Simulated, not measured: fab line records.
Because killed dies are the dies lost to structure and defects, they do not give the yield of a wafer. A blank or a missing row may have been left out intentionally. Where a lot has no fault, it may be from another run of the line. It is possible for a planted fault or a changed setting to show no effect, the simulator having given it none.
Which tool was responsible? / flow n5-finfet / 29 wafers from 11 lots sampled at 4 of the route's 1938 steps

## WHAT THE GAUGES SHOWED, per wafer
N5_MIM_TOP_LITHO_OVL_MEAS_11.
lot=L845; measured=day 12 10:49; on=overlay-02; MIM_TOP_OVL (nm)=-2 -1 7
lot=L847; measured=day 12 22:38; on=overlay-02; MIM_TOP_OVL (nm)=2 -2
lot=L849; measured=day 13 03:32; on=overlay-01; MIM_TOP_OVL (nm)=6 12 14
lot=L848; measured=day 13 05:26; on=overlay-01; MIM_TOP_OVL (nm)=0 2
lot=L851; measured=day 13 19:31; on=overlay-01; MIM_TOP_OVL (nm)=12 8 11
lot=L854; measured=day 14 18:06; on=overlay-01; MIM_TOP_OVL (nm)=-4 -2 2
lot=L856; measured=day 14 20:31; on=overlay-01; MIM_TOP_OVL (nm)=3 6 2
lot=L858; measured=day 15 05:11; on=overlay-01; MIM_TOP_OVL (nm)=637 634
lot=L860; measured=day 15 14:44; on=overlay-01; MIM_TOP_OVL (nm)=625 617 627
lot=L861; measured=day 16 15:20; on=overlay-01; MIM_TOP_OVL (nm)=2 5
lot=L862; measured=day 16 17:54; on=overlay-02; MIM_TOP_OVL (nm)=-7 0 -7

## WHAT TOOL EACH LOT RAN ON (gives the tool, then ch and the chambers of the sampled wafers, and finally the start)
lot=L845; N5_BEOL_M15_STRIP_37=rie-diel-03 ch 1,2, day 12 07:07 or earlier; N5_BEOL_M15_SPUTTER_44=pvd-sputter-01, day 12 07:07; N5_MIM_TOP_LITHO_EXPOSE_05=krf-scanner-02 ch 0, day 12 10:38
lot=L847; N5_BEOL_M15_STRIP_37=rie-diel-03 ch 0,2, day 12 16:22 or earlier; N5_BEOL_M15_SPUTTER_44=pvd-sputter-03, day 12 16:22; N5_MIM_TOP_LITHO_EXPOSE_05=krf-scanner-01 ch 0, day 12 22:26
lot=L849; N5_BEOL_M15_STRIP_37=rie-diel-01 ch 0,1,2, day 12 22:37 or earlier; N5_BEOL_M15_SPUTTER_44=pvd-sputter-01, day 12 22:37; N5_MIM_TOP_LITHO_EXPOSE_05=krf-scanner-02 ch 0, day 13 03:21
lot=L848; N5_BEOL_M15_STRIP_37=rie-diel-01 ch 0,2, day 13 00:20 or earlier; N5_BEOL_M15_SPUTTER_44=pvd-sputter-01, day 13 00:20; N5_MIM_TOP_LITHO_EXPOSE_05=krf-scanner-01 ch 0, day 13 05:14
lot=L851; N5_BEOL_M15_STRIP_37=rie-diel-03 ch 1,2,3, day 13 14:58 or earlier; N5_BEOL_M15_SPUTTER_44=pvd-sputter-02, day 13 14:58; N5_MIM_TOP_LITHO_EXPOSE_05=krf-scanner-02 ch 0, day 13 19:19
lot=L854; N5_BEOL_M15_STRIP_37=rie-diel-05 ch 0,1,3, day 14 13:34 or earlier; N5_BEOL_M15_SPUTTER_44=pvd-sputter-03, day 14 13:34; N5_MIM_TOP_LITHO_EXPOSE_05=krf-scanner-01 ch 0, day 14 17:53
lot=L856; N5_BEOL_M15_STRIP_37=rie-diel-05 ch 1,2,3, day 14 16:13 or earlier; N5_BEOL_M15_SPUTTER_44=pvd-sputter-01, day 14 16:13; N5_MIM_TOP_LITHO_EXPOSE_05=krf-scanner-02 ch 0, day 14 20:19
lot=L858; N5_BEOL_M15_STRIP_37=rie-diel-05 ch 0,3, day 15 00:12 or earlier; N5_BEOL_M15_SPUTTER_44=pvd-sputter-01, day 15 00:12; N5_MIM_TOP_LITHO_EXPOSE_05=krf-scanner-02 ch 0, day 15 05:00
lot=L860; N5_BEOL_M15_STRIP_37=rie-diel-01 ch 0,1,2, day 15 10:08 or earlier; N5_BEOL_M15_SPUTTER_44=pvd-sputter-01, day 15 10:08; N5_MIM_TOP_LITHO_EXPOSE_05=krf-scanner-02 ch 0, day 15 14:32
lot=L861; N5_BEOL_M15_STRIP_37=rie-diel-01 ch 0,2, day 16 11:40 or earlier; N5_BEOL_M15_SPUTTER_44=pvd-sputter-03, day 16 11:40; N5_MIM_TOP_LITHO_EXPOSE_05=krf-scanner-01 ch 0, day 16 15:08
lot=L862; N5_BEOL_M15_STRIP_37=rie-diel-01 ch 0,2,3, day 16 12:31 or earlier; N5_BEOL_M15_SPUTTER_44=pvd-sputter-02, day 16 12:31; N5_MIM_TOP_LITHO_EXPOSE_05=krf-scanner-01 ch 0, day 16 17:42
- N5_BEOL_M15_STRIP_37: strips in O2.
- N5_BEOL_M15_SPUTTER_44: material Ta, target thk 15 nm, time 24.19 s.
- N5_MIM_TOP_LITHO_EXPOSE_05: exposes mask MIM TOP, target cd 2000 nm.

## WHAT THE TOOLS THEMSELVES READ (means of the sampled wafers that have a number; where no wafer has one, the mark that the record gives instead)
N5_BEOL_M15_STRIP_37.
lot=L845; tool=rie-diel-03; drypump-motor-current-A (A)=5.4; oes-product-au (a.u.)=0.78; rf-vpp-V (V)=3.1; showerhead-plenum-p-Torr (Torr)=2.02; throttle-valve-pct (%)=16.69
lot=L847; tool=rie-diel-03; drypump-motor-current-A (A)=5.5; oes-product-au (a.u.)=0.72; rf-vpp-V (V)=4.2; showerhead-plenum-p-Torr (Torr)=2.05; throttle-valve-pct (%)=16.84
lot=L849; tool=rie-diel-01; drypump-motor-current-A (A)=5.2; oes-product-au (a.u.)=0.86; rf-vpp-V (V)=3.7; showerhead-plenum-p-Torr (Torr)=2.09; throttle-valve-pct (%)=16.72
lot=L848; tool=rie-diel-01; drypump-motor-current-A (A)=5.0; oes-product-au (a.u.)=0.89; rf-vpp-V (V)=4.2; showerhead-plenum-p-Torr (Torr)=2.08; throttle-valve-pct (%)=16.70
lot=L851; tool=rie-diel-03; drypump-motor-current-A (A)=5.5; oes-product-au (a.u.)=0.83; rf-vpp-V (V)=4.0; showerhead-plenum-p-Torr (Torr)=2.07; throttle-valve-pct (%)=16.57
lot=L854; tool=rie-diel-05; drypump-motor-current-A (A)=5.8; oes-product-au (a.u.)=0.82; rf-vpp-V (V)=3.2; showerhead-plenum-p-Torr (Torr)=2.10; throttle-valve-pct (%)=16.47
lot=L856; tool=rie-diel-05; drypump-motor-current-A (A)=6.2; oes-product-au (a.u.)=0.83; rf-vpp-V (V)=3.4; showerhead-plenum-p-Torr (Torr)=2.18; throttle-valve-pct (%)=16.35
lot=L858; tool=rie-diel-05; drypump-motor-current-A (A)=5.7; oes-product-au (a.u.)=0.82; rf-vpp-V (V)=2.8; showerhead-plenum-p-Torr (Torr)=2.05; throttle-valve-pct (%)=16.52
lot=L860; tool=rie-diel-01; drypump-motor-current-A (A)=5.3; oes-product-au (a.u.)=0.83; rf-vpp-V (V)=3.0; showerhead-plenum-p-Torr (Torr)=2.09; throttle-valve-pct (%)=16.76
lot=L861; tool=rie-diel-01; drypump-motor-current-A (A)=5.0; oes-product-au (a.u.)=0.84; rf-vpp-V (V)=3.3; showerhead-plenum-p-Torr (Torr)=2.06; throttle-valve-pct (%)=16.73
lot=L862; tool=rie-diel-01; drypump-motor-current-A (A)=5.1; oes-product-au (a.u.)=0.88; rf-vpp-V (V)=3.9; showerhead-plenum-p-Torr (Torr)=2.12; throttle-valve-pct (%)=16.60

N5_BEOL_M15_SPUTTER_44.
lot=L845; tool=pvd-sputter-01; throttle-valve-pct (%)=28.8
lot=L847; tool=pvd-sputter-03; throttle-valve-pct (%)=29.7
lot=L849; tool=pvd-sputter-01; throttle-valve-pct (%)=28.3
lot=L848; tool=pvd-sputter-01; throttle-valve-pct (%)=28.2
lot=L851; tool=pvd-sputter-02; throttle-valve-pct (%)=29.5
lot=L854; tool=pvd-sputter-03; throttle-valve-pct (%)=29.9
lot=L856; tool=pvd-sputter-01; throttle-valve-pct (%)=29.6
lot=L858; tool=pvd-sputter-01; throttle-valve-pct (%)=28.8
lot=L860; tool=pvd-sputter-01; throttle-valve-pct (%)=29.0
lot=L861; tool=pvd-sputter-03; throttle-valve-pct (%)=29.3
lot=L862; tool=pvd-sputter-02; throttle-valve-pct (%)=28.6

N5_MIM_TOP_LITHO_EXPOSE_05.
lot=L845; tool=krf-scanner-02; focus-offset-nm (nm)=0.5
lot=L847; tool=krf-scanner-01; focus-offset-nm (nm)=0.2
lot=L849; tool=krf-scanner-02; focus-offset-nm (nm)=-0.5
lot=L848; tool=krf-scanner-01; focus-offset-nm (nm)=-0.7
lot=L851; tool=krf-scanner-02; focus-offset-nm (nm)=-0.4
lot=L854; tool=krf-scanner-01; focus-offset-nm (nm)=-0.3
lot=L856; tool=krf-scanner-02; focus-offset-nm (nm)=0.4
lot=L858; tool=krf-scanner-02; focus-offset-nm (nm)=0.1
lot=L860; tool=krf-scanner-02; focus-offset-nm (nm)=0.1
lot=L861; tool=krf-scanner-01; focus-offset-nm (nm)=0.6
lot=L862; tool=krf-scanner-01; focus-offset-nm (nm)=-0.6

## THE ANSWER, worked out from the rows above alone
Rule: the lots themselves supply what counts as usual. Put in order of their means at a reading, lots are off if they are a third of the lots or fewer, leave a main group of 4 or more, and stand apart from it by a gap of 3 or more times the standard deviation of the main group's means; of several such gaps the widest counts. Not used: any main group whose means are identical at the precision the tables above print for the reading. A lot without any number at a reading at which 4 lots or more have one is off too. Any other lot the step has rows for is counted as sound. Order of review: gauges by route order, followed by the tools' own readings, for which a lot's mean as printed above is used. The first step at which some lot is off is used, and at that step the reading that is off furthest; a lot without a number counts as furthest.
Off: L858, L860, at N5_MIM_TOP_LITHO_OVL_MEAS_11 (MIM_TOP_OVL). The main group has a mean of 3 nm with a standard deviation of 4.8.
If a tool, at a process step before that reading, ran all the lots that are off and no sound lot after the first of them, it fits. Those tools and the gauges at N5_MIM_TOP_LITHO_OVL_MEAS_11 are tried in the same way. N5_BEOL_M15_STRIP_37: start missing for some lots; hours and lot order therefore follow N5_BEOL_M15_SPUTTER_44. Undecided on this evidence; 2 tools fit (pvd-sputter-01 at N5_BEOL_M15_SPUTTER_44, krf-scanner-02 at N5_MIM_TOP_LITHO_EXPOSE_05).

## WHAT HAD BEEN PUT IN BY THE SIMULATOR
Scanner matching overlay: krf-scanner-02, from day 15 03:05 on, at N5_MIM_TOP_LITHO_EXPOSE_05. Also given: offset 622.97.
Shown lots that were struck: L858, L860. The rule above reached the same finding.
